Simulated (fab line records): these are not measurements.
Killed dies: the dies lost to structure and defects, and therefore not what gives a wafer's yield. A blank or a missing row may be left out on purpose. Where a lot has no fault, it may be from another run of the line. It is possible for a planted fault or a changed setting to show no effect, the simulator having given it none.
fab line records    flow n5Finfet    part 2 of 2: steps 23 to 33 of 33
[record] lots = 5  wafers = 15  lastDay = 18
route steps=1938 shown BEOL_M14@1751 BEOL_M15@1773
lots that met no fault: taken from a fault-free run of the same line
startH: hours from the record's first day to the start of the lot's first wafer shown    waitH: time in hours since the lot's previous step    " repeats the value in the row above    L1.1+2: a single row standing in for several wafers    - no value, or no start given    * or withheld: withheld    < > ~ a bound
route shown NAME@n: a module of which the file shows steps, and the number in the route of the first    usual: mean and standard deviation over wafers with no fault    same: alike in all rows    chamber/n: place in a boat    sites: readings site by site    _std_site: standard deviation across them    _edge_site: outer sites' mean less inner sites'    radiusMm: for every site, how far away it sits from the centre of the wafer    mask NAME#n: copy n    behind: the last tool/chamber to shape the wafer    hold: what put the lot on hold/how long, in hours/how the hold closed    device: names the non-switching transistor (n, p or np)    end of line: tests of these same wafers at the route's end    for a step that has no rows: nothing shown but its recipe    killed: not the wafer's yield, but the dies lost to structure and defects at the first sort    map: per-die view of a wafer (x killed, . not killed, _ where there is no die)
set.NAME: the setting as run; set.NAME@STEP: as run at that earlier step    model.NAME: the simulator's own value behind a step, which no gauge read
certain route steps with their lots: each step a table, each wafer a row
services: a tool's chamber out of use, with start hour (startH, from the record's first day; less than 0 if before it), hours out, and reason
[[steps]]
[step N5_BEOL_M15_ILD_DEP_00]
[recipe] material = SiO2  targetThkA = 16293  tempC = 400  precursor = TEOS/O2  pressureTorr = 6.5  rfW = 900  teosFlowSccm = 161.4  gas = O2  flowSccm = 2650  timeS = 346.1
[usual] heaterPowerW = 540/84  showerheadPlenumPTorr = 8.37/0.04  throttleValvePct = 18.8/1.3
[same] timeS = 346.1
lot.wafer  tool      chamber  startH  waitH  heaterPowerW  showerheadPlenumPTorr  throttleValvePct
L086.1     pecvd-01  2        327.89  0.0    600           8.37                   17.1
L086.2     "         1        "       "      478           8.36                   20.6
L086.6     "         1        "       "      374           8.40                   20.4
L089.2     pecvd-01  2        357.07  0.0    609           8.37                   17.0
L089.4     "         2        "       "      496           8.35                   16.8
L089.6     "         1        "       "      376           8.39                   20.4
L093.1     pecvd-01  2        376.64  0.0    656           8.34                   17.0
L093.3     "         0        "       "      576           8.40                   20.9
L093.6     "         1        "       "      500           8.39                   20.6
L096.1     pecvd-03  1        400.80  0.0    664           8.43                   19.9
L096.3     "         0        "       "      620           8.34                   18.2
L096.5     "         0        "       "      689           8.33                   18.1
L097.1     pecvd-03  1        406.54  0.0    617           8.41                   19.8
L097.2     "         0        "       "      681           8.33                   18.2
L097.3     "         2        "       "      528           8.34                   17.7
[step N5_BEOL_M15_THK_MEAS_01]
[recipe] reads = SiO2_of_BEOL_M15_ILD_DEP_00
[usual] M15_ILD_THK = 1628/20
lot.wafer  tool          chamber  startH  waitH  M15_ILD_THK[nm]
L086.1     filmMetro-01  -        328.14  0.1    1612
L086.2     "             -        "       "      1642
L086.6     "             -        "       "      1636
L089.2     filmMetro-02  -        357.32  0.1    1610
L089.4     "             -        "       "      1649
L089.6     "             -        "       "      1616
L093.1     filmMetro-01  -        376.89  0.1    1592
L093.3     "             -        "       "      1608
L093.6     "             -        "       "      1624
L096.1     filmMetro-02  -        401.05  0.1    1619
L096.3     "             -        "       "      1646
L096.5     "             -        "       "      1654
L097.1     filmMetro-02  -        406.79  0.1    1586
L097.2     "             -        "       "      1595
L097.3     "             -        "       "      1587
[step N5_BEOL_M15_COAT_58]
[recipe] resist = BARC  tempC = 205  timeS = 60  spinRpm = 1500  resistThkNm = 89
[usual] resistLineTempC = 23.02/0.11
[same] timeS = 60
lot.wafer  tool           chamber  startH  waitH  resistLineTempC
L086.1     lithoTrack-05  0        328.17  0.0    23.12
L086.2     "              0        "       "      23.02
L086.6     "              0        "       "      23.06
L089.2     lithoTrack-05  0        357.35  0.0    23.13
L089.4     "              0        "       "      23.08
L089.6     "              0        "       "      23.10
L093.1     lithoTrack-05  0        376.93  0.0    22.97
L093.3     "              0        "       "      22.92
L093.6     "              0        "       "      23.06
L096.1     lithoTrack-05  0        401.08  0.0    23.03
L096.3     "              0        "       "      23.27
L096.5     "              0        "       "      23.17
L097.1     lithoTrack-05  0        406.82  0.0    23.08
L097.2     "              0        "       "      23.09
L097.3     "              0        "       "      22.83
[step N5_BEOL_M15_COAT_04]
[recipe] spinRpm = 1704  resistThkNm = 800
[usual] resistLineTempC = 22.98/0.11
lot.wafer  tool           chamber  startH  waitH  resistLineTempC
L086.1     lithoTrack-05  0        -       -      23.14
L086.2     "              0        "       "      23.10
L086.6     "              0        "       "      23.05
L089.2     lithoTrack-05  0        -       -      23.02
L089.4     "              0        "       "      23.05
L089.6     "              0        "       "      23.12
L093.1     lithoTrack-05  0        -       -      22.94
L093.3     "              0        "       "      22.84
L093.6     "              0        "       "      23.03
L096.1     lithoTrack-05  0        -       -      22.93
L096.3     "              0        "       "      23.03
L096.5     "              0        "       "      23.01
L097.1     lithoTrack-05  0        -       -      23.15
L097.2     "              0        "       "      22.98
L097.3     "              0        "       "      23.04
[step N5_BEOL_M15_EBR_06]
[recipe] solvent = PGMEA  ebrWidthMm = 1.5
[usual] resistLineTempC = 23.02/0.09
lot.wafer  tool           chamber  startH  waitH  resistLineTempC
L086.1     lithoTrack-05  0        -       -      23.07
L086.2     "              0        "       "      23.15
L086.6     "              0        "       "      23.07
L089.2     lithoTrack-05  0        -       -      22.97
L089.4     "              0        "       "      23.11
L089.6     "              0        "       "      22.95
L093.1     lithoTrack-05  0        -       -      22.90
L093.3     "              0        "       "      23.01
L093.6     "              0        "       "      23.01
L096.1     lithoTrack-05  0        -       -      22.89
L096.3     "              0        "       "      23.09
L096.5     "              0        "       "      23.02
L097.1     lithoTrack-05  0        -       -      23.05
L097.2     "              0        "       "      23.00
L097.3     "              0        "       "      23.06
[step N5_BEOL_M15_SOFTBAKE_05]
[recipe] tempC = 130  timeS = 60
[usual] resistLineTempC = 22.98/0.098
[same] timeS = 60
lot.wafer  tool           chamber  startH  waitH  resistLineTempC
L086.1     lithoTrack-05  0        -       -      23.02
L086.2     "              0        "       "      23.00
L086.6     "              0        "       "      22.99
L089.2     lithoTrack-05  0        -       -      22.96
L089.4     "              0        "       "      22.93
L089.6     "              0        "       "      22.89
L093.1     lithoTrack-05  0        -       -      23.05
L093.3     "              0        "       "      22.96
L093.6     "              0        "       "      22.95
L096.1     lithoTrack-05  0        -       -      23.13
L096.3     "              0        "       "      23.06
L096.5     "              0        "       "      22.96
L097.1     lithoTrack-05  0        -       -      22.94
L097.2     "              0        "       "      23.09
L097.3     "              0        "       "      23.00
[step N5_BEOL_M15_EXPOSE_07]
[recipe] maskId = V14  na = 0.8  sourceShape = annular  sigmaInner = 0.5  sigmaOuter = 0.8  polarization = unpolarized  attpsmPhaseDeg = 180  doseMj = 41.25
lot.wafer   tool           chamber  startH  waitH  mask
L086.1+2+6  krfScanner-01  0        328.27  -      V14#0
L089.2+4+6  krfScanner-01  0        357.58  -      V14#0
L093.1+3+6  krfScanner-01  0        377.15  -      V14#0
L096.1+3+5  krfScanner-01  0        401.18  -      V14#0
L097.1+2+3  krfScanner-01  0        406.92  -      V14#0
[step N5_BEOL_M15_PEB_08]
[recipe] pebTempC = 130  pebTimeS = 90
[usual] resistLineTempC = 23.00/0.11
[same] pebTimeS = 90
lot.wafer  tool           chamber  startH  waitH  resistLineTempC
L086.1     lithoTrack-01  0        328.32  0.1    23.14
L086.2     "              0        "       "      23.19
L086.6     "              0        "       "      23.05
L089.2     lithoTrack-02  0        357.64  0.0    22.92
L089.4     "              0        "       "      22.83
L089.6     "              0        "       "      22.90
L093.1     lithoTrack-01  0        377.21  0.1    23.00
L093.3     "              0        "       "      23.15
L093.6     "              0        "       "      22.91
L096.1     lithoTrack-05  0        401.23  0.1    22.84
L096.3     "              0        "       "      22.91
L096.5     "              0        "       "      23.10
L097.1     lithoTrack-01  0        406.98  0.1    23.19
L097.2     "              0        "       "      23.16
L097.3     "              0        "       "      23.18
[step N5_BEOL_M15_DEVELOP_09]
[recipe] developTimeS = 45  rinseLiquid = diw  dry = airSpin  devTempC = 21
[usual] resistLineTempC = 23.00/0.098
lot.wafer  tool           chamber  startH  waitH  resistLineTempC
L086.1     lithoTrack-01  0        -       -      23.16
L086.2     "              0        "       "      22.99
L086.6     "              0        "       "      23.08
L089.2     lithoTrack-02  0        -       -      23.13
L089.4     "              0        "       "      23.15
L089.6     "              0        "       "      23.11
L093.1     lithoTrack-01  0        -       -      23.08
L093.3     "              0        "       "      23.02
L093.6     "              0        "       "      22.96
L096.1     lithoTrack-05  0        -       -      22.99
L096.3     "              0        "       "      22.96
L096.5     "              0        "       "      22.95
L097.1     lithoTrack-01  0        -       -      23.18
L097.2     "              0        "       "      23.07
L097.3     "              0        "       "      23.14
[step N5_BEOL_M15_HARDBAKE_14]
[recipe] tempC = 130  timeS = 120
[usual] resistLineTempC = 22.99/0.11
[same] timeS = 120
lot.wafer  tool           chamber  startH  waitH  resistLineTempC
L086.1     lithoTrack-01  0        -       -      23.24
L086.2     "              0        "       "      23.08
L086.6     "              0        "       "      23.21
L089.2     lithoTrack-02  0        -       -      22.89
L089.4     "              0        "       "      22.89
L089.6     "              0        "       "      23.00
L093.1     lithoTrack-01  0        -       -      23.09
L093.3     "              0        "       "      22.94
L093.6     "              0        "       "      22.92
L096.1     lithoTrack-05  0        -       -      23.09
L096.3     "              0        "       "      22.90
L096.5     "              0        "       "      22.88
L097.1     lithoTrack-01  0        -       -      22.88
L097.2     "              0        "       "      22.89
L097.3     "              0        "       "      23.01
[step N5_BEOL_M15_CD_MEAS_10]
[recipe] targetCdNm = 360  landingEnergyEv = 500  detector = seInlens  polarity = opening
[usual] cdNm = 360.1/2
lot.wafer  tool      chamber  startH  waitH  cdNm
L086.1     cdSem-01  0        328.44  -      359.1
L086.2     "         0        "       "      358.6
L086.6     "         0        "       "      361.4
L089.2     cdSem-01  0        357.75  -      362.2
L089.4     "         0        "       "      363.6
L089.6     "         0        "       "      359.6
L093.1     cdSem-03  0        377.33  -      361.7
L093.3     "         0        "       "      361.3
L093.6     "         0        "       "      360.9
L096.1     cdSem-02  0        401.35  -      359.4
L096.3     "         0        "       "      357.5
L096.5     "         0        "       "      357.8
L097.1     cdSem-01  0        407.09  -      363.0
L097.2     "         0        "       "      359.2
L097.3     "         0        "       "      362.2
[[services]]
tool           chamber  startH  hours  kind
rieDiel-02     2        306.72  4.8    repair
pecvd-01       -        310.82  0.3    repair
rieDiel-02     3        317.48  4.5    repair
pvdSputter-01  -        326.95  3.2    repair
rieDiel-02     3        329.20  11.3   repair
cmp-04         -        331.13  5.2    repair
pecvd-04       0        331.85  8.1    repair
rieDiel-02     2        332.84  7.0    repair
krfScanner-01  -        336.64  7.2    pm
cmp-02         -        340.24  3.8    repair
rtpAnneal-01   -        340.42  3.1    pm
krfScanner-01  -        343.84  1.0    pm
rieDiel-01     3        344.13  12.7   repair
krfScanner-01  -        344.84  0.8    pm
rtpAnneal-02   -        347.67  0.8    pm
pecvd-04       -        348.15  0.5    repair
cmp-04         -        349.07  4.2    repair
pecvd-02       2        365.17  18.7   repair
rieDiel-02     0        379.82  4.5    repair
krfScanner-01  -        388.13  1.3    pm
rieDiel-05     1        389.81  22.9   repair
krfScanner-01  -        390.03  0.8    pm
pecvd-01       -        394.72  0.5    repair
pecvd-01       0        396.63  2.0    repair
